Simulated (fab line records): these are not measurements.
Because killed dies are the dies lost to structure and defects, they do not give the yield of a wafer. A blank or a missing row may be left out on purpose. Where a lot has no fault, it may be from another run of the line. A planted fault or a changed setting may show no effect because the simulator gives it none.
fab line records -- flow nand_harc
record: lots: 14, wafers: 42, last_day: 24
route steps=1159 shown A_CONTACT@878 THIN_TSV@1128 END@1158
lots that met no fault: taken from a fault-free run of the same line
start_h: start of the lot's first displayed wafer, in hours after the record's first day -- wait_h: hours from the lot's prior step to this one -- " same as the row above -- L1.1+2: a row that stands for several wafers -- - no value present, or no start provided -- * or withheld: withheld -- < > ~ a bound
route shown NAME@n: names a module that has steps shown in the file, with the first one's number in the route -- usual: average and standard deviation across the fault-free wafers -- same: alike in all rows -- chamber/n: place in a boat -- sites: each site's reading -- _std_site: the standard deviation of these -- _edge_site: outer sites' mean less inner sites' -- radius_mm: for every site, how far away it sits from the centre of the wafer -- mask NAME#n: copy n -- behind: the most recent tool/chamber to have shaped the wafer -- hold: cause of the lot's hold/its duration in hours/its outcome -- device: the n, p or np transistor that did not switch -- end of line: the same wafers' tests at the end of the route -- a step with no rows: only its recipe -- killed: count of dies lost to structure and defects at first sort (not the wafer's yield) -- map: the dies of a wafer, with x for killed, . for not killed, _ for no die there
set.NAME: the run value of the setting; set.NAME@STEP: its run value at that earlier step -- model.NAME: the simulator's own value behind a step, which no gauge read
the route's steps for a sample of lots (tables are steps, rows are wafers)
services: from which hour (start_h, from the record's first day; less than 0 if before it) a tool's chamber was out of use, for how many hours, and why
== steps ==
step: NHARC_A_CONTACT_STRIP_99
recipe: n2_flow_sccm: 150, h2_flow_sccm: 150, ar_flow_sccm: 0, bias_w: 0, chemistry: N2/H2
lot.wafer,tool,chamber,start_h,wait_h
L418.3+1+5,rie_diel-03,"0,1,3",355.95,0.1
L419.3+2+1,rie_diel-12,"2,3,0",375.43,0.1
L420.2+3+6,rie_diel-03,"1,3,0",382.01,0.1
L421.1+2+3,rie_diel-10,"0,1,3",382.73,0.1
L428.3+4+5,rie_diel-03,"2,3,1",430.04,0.1
L431.1+5+6,rie_diel-12,"2,1,2",436.16,0.1
L430.3+2+5,rie_diel-10,"2,3,3",436.30,0.1
L427.4+6+5,rie_diel-10,"2,2,3",440.21,0.1
L434.4+6+5,rie_diel-12,"1,0,1",468.02,0.1
L437.3+2+1,rie_diel-03,"3,0,1",478.89,0.1
L435.2+4+5,rie_diel-03,"3,0,1",483.74,0.1
L440.4+1+6,rie_diel-03,"0,1,3",509.45,0.1
L439.4+3+6,rie_diel-12,"3,0,3",511.95,0.2
L441.4+1+5,rie_diel-03,"0,3,1",514.39,0.1
step: NHARC_THIN_TSV_PRE_CLEAN_50
recipe: time_s: 30, temp_c: 280, gas: H2/He
usual: heater_power_w: 430/53, susceptor_temp_C: 280.03/0.18
same: time_s: 30
lot.wafer,tool,chamber,start_h,wait_h,heater_power_w,susceptor_temp_C
L418.3,pvd_sputter-03,-,-,-,480,-
L418.1,pvd_sputter-03,-,-,-,431,-
L418.5,pvd_sputter-03,-,-,-,481,-
L419.1,pvd_sputter-01,-,-,-,345,-
L419.3,pvd_sputter-01,-,-,-,445,-
L419.2,pvd_sputter-01,-,-,-,562,-
L420.2,pvd_sputter-01,-,-,-,440,279.73
L420.3,pvd_sputter-01,-,-,-,558,279.72
L420.6,pvd_sputter-01,-,-,-,457,279.93
L421.2,pvd_sputter-01,-,-,-,346,280.00
L421.3,pvd_sputter-01,-,-,-,415,280.11
L421.1,pvd_sputter-01,-,-,-,442,279.77
L428.3,pvd_sputter-03,-,-,-,415,280.27
L428.4,pvd_sputter-03,-,-,-,484,280.20
L428.5,pvd_sputter-03,-,-,-,397,280.31
L431.1,pvd_sputter-03,-,-,-,414,279.99
L431.6,pvd_sputter-03,-,-,-,414,279.53
L431.5,pvd_sputter-03,-,-,-,482,279.97
L430.3,pvd_sputter-03,-,-,-,416,279.70
L430.2,pvd_sputter-03,-,-,-,477,280.14
L430.5,pvd_sputter-03,-,-,-,491,280.11
L427.4,pvd_sputter-02,-,-,-,448,280.09
L427.5,pvd_sputter-02,-,-,-,404,280.16
L427.6,pvd_sputter-02,-,-,-,444,280.04
L434.4,pvd_sputter-02,-,-,-,446,279.70
L434.6,pvd_sputter-02,-,-,-,353,279.99
L434.5,pvd_sputter-02,-,-,-,405,279.79
L437.3,pvd_sputter-02,-,-,-,440,279.82
L437.2,pvd_sputter-02,-,-,-,442,279.92
L437.1,pvd_sputter-02,-,-,-,362,280.04
L435.4,pvd_sputter-01,-,-,-,519,279.92
L435.2,pvd_sputter-01,-,-,-,339,279.89
L435.5,pvd_sputter-01,-,-,-,514,279.72
L440.1,pvd_sputter-01,-,-,-,385,-
L440.4,pvd_sputter-01,-,-,-,516,-
L440.6,pvd_sputter-01,-,-,-,383,-
L439.4,pvd_sputter-03,-,-,-,418,279.93
L439.3,pvd_sputter-03,-,-,-,396,280.02
L439.6,pvd_sputter-03,-,-,-,424,279.82
L441.4,pvd_sputter-01,-,-,-,445,-
L441.1,pvd_sputter-01,-,-,-,355,-
L441.5,pvd_sputter-01,-,-,-,519,-
step: NHARC_END_WLT_00
usual: VT_DECK1_BOTTOM: 0.870/0.0084, VT_DECK1_BOTTOM_INNER: 0.870/0.0083, VT_DECK1_MEDIAN_NEAR_BOTTOM: 0.871/0.008, VT_DECK1_MEDIAN_NEAR_BOTTOM_INNER: 0.871/0.0081, VT_DECK1_MIDDLE: 0.883/0.0067, VT_DECK1_MIDDLE_INNER: 0.883/0.0067, VT_DECK1_TOP: 0.894/0.0072, VT_DECK1_TOP_INNER: 0.894/0.0074
lot.wafer,tool,chamber,start_h,wait_h,VT_DECK1_BOTTOM,VT_DECK1_BOTTOM_INNER,VT_DECK1_MEDIAN_NEAR_BOTTOM,VT_DECK1_MEDIAN_NEAR_BOTTOM_INNER,VT_DECK1_MIDDLE,VT_DECK1_MIDDLE_INNER,VT_DECK1_TOP,VT_DECK1_TOP_INNER
L418.1,prober-02,-,426.63,7.8,0.871,0.868,0.877,0.878,0.879,0.879,0.897,0.893
L418.3,prober-02,-,426.63,7.8,0.868,0.868,0.867,0.877,0.883,0.884,0.899,0.904
L418.5,prober-02,-,426.63,7.8,0.882,0.881,0.889,0.890,0.895,0.884,0.896,0.899
L419.1,prober-01,-,444.38,0.0,0.864,0.862,0.867,0.862,0.884,0.883,0.893,0.892
L419.2,prober-01,-,444.38,0.0,0.865,0.874,0.866,0.874,0.887,0.884,0.892,0.892
L419.3,prober-01,-,444.38,0.0,0.865,0.865,0.876,0.874,0.883,0.894,0.891,0.890
L420.2,prober-02,-,444.91,0.6,0.863,0.867,0.854,0.863,0.878,0.880,0.891,0.892
L420.3,prober-02,-,444.91,0.6,0.864,0.864,0.861,0.864,0.882,0.886,0.891,0.890
L420.6,prober-02,-,446.93,2.6,0.866,0.862,0.865,0.859,0.883,0.877,0.876,0.884
L421.1,prober-01,-,453.23,0.0,0.870,0.871,0.865,0.862,0.888,0.883,0.899,0.893
L421.2,prober-01,-,453.23,0.0,0.886,0.881,0.880,0.881,0.891,0.884,0.895,0.896
L421.3,prober-01,-,453.23,0.0,0.868,0.872,0.876,0.869,0.886,0.883,0.898,0.898
L428.3,prober-02,-,497.11,4.7,0.871,0.875,0.868,0.874,0.878,0.880,0.896,0.899
L428.4,prober-02,-,497.11,4.7,0.860,0.859,0.865,0.860,0.879,0.877,0.883,0.893
L428.5,prober-02,-,497.11,4.7,0.876,0.869,0.885,0.866,0.879,0.888,0.896,0.892
L431.1,prober-01,-,497.71,5.3,0.881,0.880,0.877,0.881,0.885,0.888,0.903,0.903
L431.5,prober-01,-,499.73,7.4,0.869,0.877,0.867,0.881,0.888,0.882,0.908,0.887
L431.6,prober-01,-,499.73,7.4,0.854,0.865,0.869,0.863,0.887,0.888,0.899,0.899
L430.2,prober-02,-,504.36,12.0,0.872,0.882,0.870,0.875,0.883,0.889,0.900,0.897
L430.3,prober-02,-,504.36,12.0,0.875,0.878,0.877,0.876,0.886,0.887,0.906,0.898
L430.5,prober-02,-,504.36,12.0,0.884,0.878,0.881,0.885,0.890,0.887,0.889,0.904
L427.4,prober-01,-,507.03,10.6,0.862,0.863,0.860,0.872,0.879,0.874,0.881,0.879
L427.5,prober-01,-,507.03,10.6,0.858,0.857,0.858,0.862,0.870,0.884,0.884,0.883
L427.6,prober-01,-,507.03,10.6,0.860,0.864,0.871,0.866,0.874,0.882,0.887,0.897
L434.4,prober-02,-,541.48,1.6,0.874,0.877,0.882,0.871,0.886,0.891,0.898,0.903
L434.5,prober-02,-,541.48,1.6,0.870,0.873,0.872,0.866,0.891,0.887,0.903,0.892
L434.6,prober-02,-,541.48,1.6,0.874,0.878,0.876,0.876,0.889,0.878,0.893,0.907
L437.1,prober-01,-,547.78,4.7,0.873,0.883,0.879,0.877,0.891,0.887,0.895,0.887
L437.2,prober-01,-,547.78,4.7,0.877,0.875,0.876,0.879,0.879,0.882,0.890,0.898
L437.3,prober-01,-,547.78,4.7,0.881,0.874,0.877,0.882,0.897,0.885,0.893,0.891
L435.2,prober-01,-,556.09,4.1,0.869,0.864,0.862,0.865,0.877,0.869,0.880,0.880
L435.4,prober-01,-,557.09,5.1,0.861,0.870,0.869,0.872,0.873,0.877,0.879,0.880
L435.5,prober-01,-,557.09,5.1,0.856,0.868,0.862,0.861,0.882,0.873,0.887,0.876
L440.1,prober-02,-,566.56,0.1,0.871,0.871,0.863,0.868,0.876,0.887,0.896,0.892
L440.4,prober-02,-,568.06,1.6,0.865,0.869,0.861,0.857,0.885,0.883,0.896,0.900
L440.6,prober-02,-,569.06,2.6,0.868,0.870,0.870,0.879,0.878,0.886,0.903,0.894
L439.3,prober-01,-,567.54,1.0,0.870,0.877,0.872,0.875,0.887,0.885,0.900,0.895
L439.4,prober-01,-,567.54,1.0,0.887,0.876,0.887,0.881,0.884,0.885,0.895,0.895
L439.6,prober-01,-,569.04,2.5,0.880,0.878,0.871,0.869,0.887,0.889,0.898,0.902
L441.1,prober-01,-,581.46,0.0,0.881,0.870,0.875,0.881,0.881,0.885,0.897,0.894
L441.4,prober-01,-,582.95,1.5,0.871,0.855,0.867,0.870,0.887,0.878,0.891,0.901
L441.5,prober-01,-,582.95,1.5,0.879,0.878,0.876,0.872,0.885,0.893,0.907,0.903
step: NHARC_END_SORT_01
recipe: temp_c: 25
usual: killed_at_array: 28/11, killed_at_other: 0.5/0.87, killed_at_periphery: 2.9/2.2, killed_dies: 32/11, killed_open: 3.2/1.9, killed_short: 1.8/1.4
same: gross_dies: 677
lot.wafer,tool,chamber,start_h,wait_h,killed_at_array,killed_at_other,killed_at_periphery,killed_dies,killed_open,killed_short
L430.2,prober-02,0,507.65,2.8,80,0,2,82,4,0
L430.3,prober-02,0,508.44,3.1,70,0,0,70,4,0
L430.5,prober-02,0,510.03,3.7,77,0,0,77,2,0
L427.4,prober-01,0,510.89,3.4,73,0,7,80,4,0
L427.5,prober-01,0,511.67,3.6,90,0,11,101,6,0
L427.6,prober-01,0,512.46,3.9,71,0,1,72,2,1
killed by level:class
L430.2 A_CONTACT:unspecified=66 A_STAIRCASE:chamber_film_flake=4 A_CHANNEL_HOLE_D1:chamber_film_flake=3 A_WL_FILL:chamber_film_flake=2 A_ONON_D1:geometric_particle:open=1 A_CHANNEL_FILL_D1:geometric_particle:open=1 A_SLIT:geometric_particle:open=1 A_M1:geometric_particle:open=1
L430.3 A_CONTACT:unspecified=52 A_STAIRCASE:chamber_film_flake=6 A_WL_FILL:chamber_film_flake=3 A_CONTACT:chamber_film_flake=3 A_CHANNEL_HOLE_D1:chamber_film_flake=2 A_CHANNEL_FILL_D1:geometric_particle:open=1 A_WL_FILL:geometric_particle:open=1 A_CONTACT:geometric_particle:open=1
L430.5 A_CONTACT:unspecified=62 A_STAIRCASE:chamber_film_flake=7 A_CHANNEL_HOLE_D1:chamber_film_flake=2 A_WL_FILL:chamber_film_flake=2 A_CONTACT:chamber_film_flake=2 A_ONON_D1:geometric_particle:open=1 A_M0:geometric_particle:open=1
L427.4 A_CONTACT:unspecified=46 A_SLIT:chamber_film_flake=12 A_STAIRCASE:chamber_film_flake=8 P_M2:chamber_film_flake=5 A_CHANNEL_FILL_D1:geometric_particle:open=2 A_CHANNEL_HOLE_D1:chamber_film_flake=2 A_CONTACT:chamber_film_flake=2 P_M0:geometric_particle:open=1
L427.5 A_CONTACT:unspecified=70 A_SLIT:chamber_film_flake=8 A_CHANNEL_HOLE_D1:chamber_film_flake=6 P_M2:chamber_film_flake=4 P_M0:geometric_particle:open=3 P_STI:chamber_film_flake=2 P_CONTACT:geometric_particle:open=1 A_CHANNEL_FILL_D1:geometric_particle:open=1
L427.6 A_CONTACT:unspecified=52 A_SLIT:chamber_film_flake=8 A_STAIRCASE:chamber_film_flake=5 A_ONON_D1:geometric_particle:short=1 A_CONTACT:geometric_particle:open=1 A_M0:geometric_particle:open=1 P_STI:chamber_film_flake=1 A_CHANNEL_HOLE_D1:chamber_film_flake=1
== services ==
tool,chamber,start_h,hours,kind
pvd_sputter-03,-,331.99,10.0,pm
pvd_sputter-01,-,332.53,0.6,repair
rie_diel-03,1,332.84,6.5,repair
rie_diel-12,1,337.97,1.2,repair
rie_diel-10,-,353.64,9.0,pm
pvd_sputter-01,-,354.60,10.0,pm
rie_diel-12,-,379.86,9.0,pm
pvd_sputter-03,-,385.16,5.4,repair
pvd_sputter-02,-,392.04,10.0,pm
rie_diel-03,-,392.39,9.0,pm
pvd_sputter-02,-,404.82,3.2,repair
pvd_sputter-01,-,422.67,2.7,repair
pvd_sputter-03,-,432.20,14.7,repair
rie_diel-03,-,473.82,0.5,repair
rie_diel-12,3,484.72,6.2,repair
pvd_sputter-03,-,500.41,9.1,repair
pvd_sputter-03,-,509.99,10.0,pm
rie_diel-12,-,512.10,4.3,repair
pvd_sputter-01,-,532.68,10.0,pm
pvd_sputter-01,-,547.44,5.4,repair
rie_diel-12,-,556.86,9.0,pm
rie_diel-03,3,558.51,3.9,repair
rie_diel-12,3,568.56,8.6,repair
rie_diel-03,-,569.39,9.0,pm
== key ==
first_sign: step: NHARC_END_SORT_01, reading: killed_dies, direction: up, sigmas: 4.4, usual: 32, struck: 80
effect: step: NHARC_END_SORT_01, reading: killed_at_array, direction: up, sigmas: 4.4, usual: 28, struck: 77
more_kills_born_at: NHARC_A_CONTACT_STRIP_99@rie_diel-10: 345
met_at NHARC_A_CONTACT_STRIP_99
struck_lots L427,L430
tester_left_out L427,L430
not_acting_at NHARC_THIN_TSV_PRE_CLEAN_50,NHARC_END_WLT_00
onset_between 382.73 436.30
fault: kind: chamber_particle_source, tool: rie_diel-10, chamber: -, onset_h: 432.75, steps: NHARC_A_CONTACT_STRIP_99, rate_per_visit_cm2: 0.89571, end_h: 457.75
tester_left_out: of these lots the tester's yield and bins aren't shown, on N5 and GAA mostly nor the transistor test; their killed dies are dies lost to structure and defects alone, not to doping, threshold or leakage, so they don't give the yield
